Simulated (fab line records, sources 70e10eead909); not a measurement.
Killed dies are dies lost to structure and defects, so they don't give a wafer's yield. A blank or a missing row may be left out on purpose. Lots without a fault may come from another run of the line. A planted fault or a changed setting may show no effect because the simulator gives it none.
Chamber matching | flow nand_harc | NHARC_A_STAIRCASE_DESCUM_312 on rie_diel-11: 4 sister chambers
The step chemistry O2, time 3 s. 8 wafers are shown with their chamber, then 8 later ones without.

WAFERS WITH THEIR CHAMBER
wafer  | chamber | showerhead_plenum_p_Torr (Torr) | rf_vpp_V (V)
L077.6 | 3       | 1.77                            | 56.4
L083.2 | 1       | 1.84                            | 57.0
L080.3 | 2       | 1.97                            | 57.3
L080.5 | 2       | 1.97                            | 59.0
L080.6 | 1       | 1.84                            | 58.3
L081.4 | 3       | 1.76                            | 57.2
L081.6 | 0       | 1.94                            | 58.4
L084.1 | 0       | 1.94                            | 56.5

WAFERS WITHOUT THEIR CHAMBER
wafer  | showerhead_plenum_p_Torr (Torr) | rf_vpp_V (V)
L084.2 | 1.97                            | 58.8
L084.3 | 1.84                            | 56.9
L087.1 | 1.76                            | 57.3
L087.5 | 1.84                            | 56.6
L087.6 | 1.97                            | 58.3
L089.1 | 1.76                            | 56.2
L089.2 | 1.96                            | 56.9
L089.4 | 1.83                            | 57.5

WHICH CHAMBER EACH WENT THROUGH
wafer  | from the rows above | in truth
L084.2 | 2                   | 2
L084.3 | 1                   | 1
L087.1 | 3                   | 3
L087.5 | 1                   | 1
L087.6 | 2                   | 2
L089.1 | 3                   | 3
L089.2 | 2                   | 2
L089.4 | 1                   | 1
Placed correctly: 8 of 8. Can't be placed from these rows: 0. Placed wrongly: 0.
How it was worked out, from the rows above alone: a wafer's distance from a chamber is the root of the sum, over the readings, of the square of ((its reading less the chamber's mean) divided by the reading's scatter). The wafer belongs to the nearest chamber; if the next one is less than 2 further off, it can't be placed. A chamber's mean is the mean of its shown wafers. The scatter: the root of (the sum of the squares of (reading less its chamber's mean) over the shown wafers, divided by (wafers less chambers)).
